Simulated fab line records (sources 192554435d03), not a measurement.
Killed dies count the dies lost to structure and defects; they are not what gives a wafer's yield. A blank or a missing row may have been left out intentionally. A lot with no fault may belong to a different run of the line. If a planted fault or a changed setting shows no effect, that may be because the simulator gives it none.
Lot-split experiment | flow n5 finfet | 21 wafers read from 7 lots, route of 1938 steps

THE SPLIT
At N5_BEOL_M0_ETCH_109 (etches SiCN in CH3F/O2, target depth 8 nm, overetch 2.4 nm, time 27.4 s), the setting bias w was moved away from the recipe's 75 W on 9 of the 21 wafers read, by -17.5% to +15.0%. The other wafers ran this setting at the recipe's value.

The reading is taken at the split's own step.

THE READING
rf vpp V, in V, at N5_BEOL_M0_ETCH_109 (etches SiCN in CH3F/O2, target depth 8 nm, overetch 2.4 nm, time 27.4 s). On this fab line, fault-free wafers typically give 297.4 V with a standard deviation of 1.6 V.

wafer  | tool, chamber at the split | bias w as run, W | against the recipe | rf vpp V, V | against lot-mates on the recipe
L075.1 | rie diel-05, 3             | 61.88            | -17.5%             | 264.3       | -32.0
L075.2 | rie diel-05, 2             | 61.88            | -17.5%             | 261.7       | -34.6
L075.4 | rie diel-05, 1             | 75               | recipe             | 296.3       | -
L082.2 | rie diel-03, 0             | 86.09            | +14.8%             | 326.9       | +30.6
L082.3 | rie diel-03, 3             | 75               | recipe             | 296.3       | -
L082.5 | rie diel-03, 1             | 75               | recipe             | 296.2       | -
L085.4 | rie diel-01, 2             | 75               | recipe             | 298.8       | -
L085.5 | rie diel-01, 0             | 86.24            | +15.0%             | 326.7       | +27.9
L085.6 | rie diel-01, 1             | 86.24            | +15.0%             | 324.6       | +25.8
L086.2 | rie diel-05, 2             | 75               | recipe             | 297.3       | -
L086.3 | rie diel-05, 3             | 82.44            | +9.9%              | 317.8       | +20.5
L086.4 | rie diel-05, 1             | 82.44            | +9.9%              | 314.6       | +17.3
L087.1 | rie diel-05, 1             | 75               | recipe             | 295.5       | -
L087.2 | rie diel-05, 2             | 75               | recipe             | 294.7       | -
L087.6 | rie diel-05, 3             | 75               | recipe             | 297.4       | -
L089.1 | rie diel-01, 3             | 75               | recipe             | 295.9       | -
L089.2 | rie diel-01, 2             | 75               | recipe             | 299.8       | -
L089.4 | rie diel-01, 0             | 75               | recipe             | 299.2       | -
L091.1 | rie diel-05, 3             | 68.4             | -8.8%              | 282.4       | -15.7
L091.4 | rie diel-05, 1             | 75               | recipe             | 298.1       | -
L091.6 | rie diel-05, 1             | 68.4             | -8.8%              | 281.1       | -17.0

THE FIT
A straight line over all 21 wafers: rf vpp V changes by +1.92 V for each +1% of bias w; r = +1.00; the points scatter about the line by 1.6 V.
The same after taking each lot's own level away (the mean of its wafers on the recipe; 21 wafers): +1.89 V for each +1%; r = +1.00; scatter 1.4 V.
That fit puts the effect of the largest move of bias w on the reading at 33 V.
The span of the lots' own levels, 295.87 to 298.80 V, comes to 1.8 times the standard deviation stated above.
The two slopes are in agreement: the lot-to-lot level therefore moves the slope only a little.
Check: for one of the wafers moved furthest among these (-17.5%), held out of the fit, the line's prediction against its lot-mates is -33.4 V. Against them it came out at -32 V.
Tool readings at the split's step, against how far the setting was moved: rf vpp V r = +1.00.

OTHER SPLITS APPLIED TO THESE WAFERS
Other splits were also applied to these wafers ahead of the reading. Each is held against what the fit with the lots' levels taken away leaves over:
other split on the same wafers            | wafers away from the commonest value | r with rf vpp V (lot level and that fit taken away)
N5_GATE_CUT_HM_DEP_46 time s              | 6                                    | -0.01
N5_GATE_CUT_COAT_27 spin rpm              | 7                                    | +0.11
N5_MOL_CONTACT_COAG_VIA_ETCH_46 bias w    | 4                                    | +0.45
N5_BEOL_M0_SAQP_SPACER1_ALD_98 ald cycles | 6                                    | -0.17
N5_BEOL_M0_ETCH_128 source w              | 7                                    | -0.17

FILE'S OWN FIT
rf vpp V changes by +1.91 V for each +1% of bias w, r = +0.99.
